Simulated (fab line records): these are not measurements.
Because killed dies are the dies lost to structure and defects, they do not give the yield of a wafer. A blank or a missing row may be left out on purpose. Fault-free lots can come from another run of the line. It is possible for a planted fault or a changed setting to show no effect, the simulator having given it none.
Code-filled problem report in 8D (eight disciplines) form || flow n5 finfet || the parts of the form that need people (team, actions taken, sign-off) are left out

## 1. PROBLEM STATEMENT
Across 6 wafers from 2 lots, M7_ILD_THK at N5_BEOL_M7_THK_MEAS_01 averages 180.7 nm, while fault-free wafers read 154.7 nm with a standard deviation of 2.4. That is +11 standard deviations from the usual mean.
First seen on wafer L382.1, day 14 12:20, on film metro-02. The record holds 30 wafers of 10 lots with a number at this step. Rule for "out", or "out of limits": more than 4 standard deviations from the usual mean. The other wafers with a number count as sound.

## 2. WHAT IT IS, AND WHAT IT ISN'T
{"question": "which readings at this step", "is": "M7_ILD_THK", "is not": "-"}
{"question": "which lots", "is": "L382, L384", "is not": "L370, L373, L375, L377, L386, L387, L388, L389"}
{"question": "which wafers of those lots", "is": "all that have a number", "is not": "-"}
{"question": "read on which gauges", "is": "film metro-01, film metro-02", "is not": "-"}
{"question": "when", "is": "from day 14 12:20", "is not": "up to then (15 sound wafers); but 9 sound wafers of L387, L388, L389 came after"}

## 3. SUSPECTS, AND WHAT RULES EACH OUT
Counting: a tool stays on the suspect list if, at a process step up to the reading, it processed all lots that are out and no sound lot following the first of them.
- the gauge at N5_BEOL_M7_THK_MEAS_01: ruled out. 2 gauges (film metro-01, film metro-02) read the wafers that are out.
- rie diel-06 at N5_BEOL_M6_TRENCH_ETCH_37 (etches SiCOH lowk in C4F6/O2, target depth 94.435 nm, time 31.5 s): ruled out as a lasting fault. The sound lots L387 went through it after L382, its earliest lot that is out (day 14 08:20). N5_BEOL_M6_TRENCH_ETCH_37: start missing for some lots; hours and lot order therefore follow N5_BEOL_M6_DEGAS_44.
- uv cure-03 at N5_BEOL_M7_CURE_74 (cures SiCOH lowk, time 240 s): ruled out as a lasting fault. The sound lots L389 went through it after L382, its earliest lot that is out (day 14 11:49).
Left after counting: nothing in the record.

## 4. THE CAUSE (what the simulator had put in)
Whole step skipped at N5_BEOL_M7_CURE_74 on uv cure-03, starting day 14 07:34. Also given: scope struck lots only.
Counting ruled it out, wrongly: the rule takes a fault to strike every lot that its tool runs from its start on, and this one did not.

## 5. SEQUENCE OF EFFECTS, ordered by route
Each row: a reading where the mean over the struck wafers with a number is more than 3 standard deviations away from the usual. Scope: only readings with a usual standard deviation given in the record; hours: median across lots of the time from each lot's start at the first step in this table that gives one to its start at this step; sigmas: change in usual standard deviations.
{"hours": 0, "step": "N5_BEOL_M7_THK_MEAS_01", "reading": "M7_ILD_THK", "usual": "154.7 nm", "on struck wafers": 180.7, "change": "+26.0", "sigmas": "+11"}
Readings that are blank on the struck wafers while sound wafers have them: lamp power pct at N5_BEOL_M7_CURE_74; run length s at N5_BEOL_M7_CURE_74; wafer_temp_C_max at N5_BEOL_M7_CURE_74.

## 6. WHAT WOULD HAVE CAUGHT IT SOONER
5 hours passed between the start of the fault at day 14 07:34 and the first reading out of limits at a measuring or inspecting step in this record, taken at day 14 12:20.
At N5_BEOL_M7_CURE_74 the tool's readings are blank on the struck wafers, where sound wafers have them: an empty tool record is the first sign, and it was there at once.
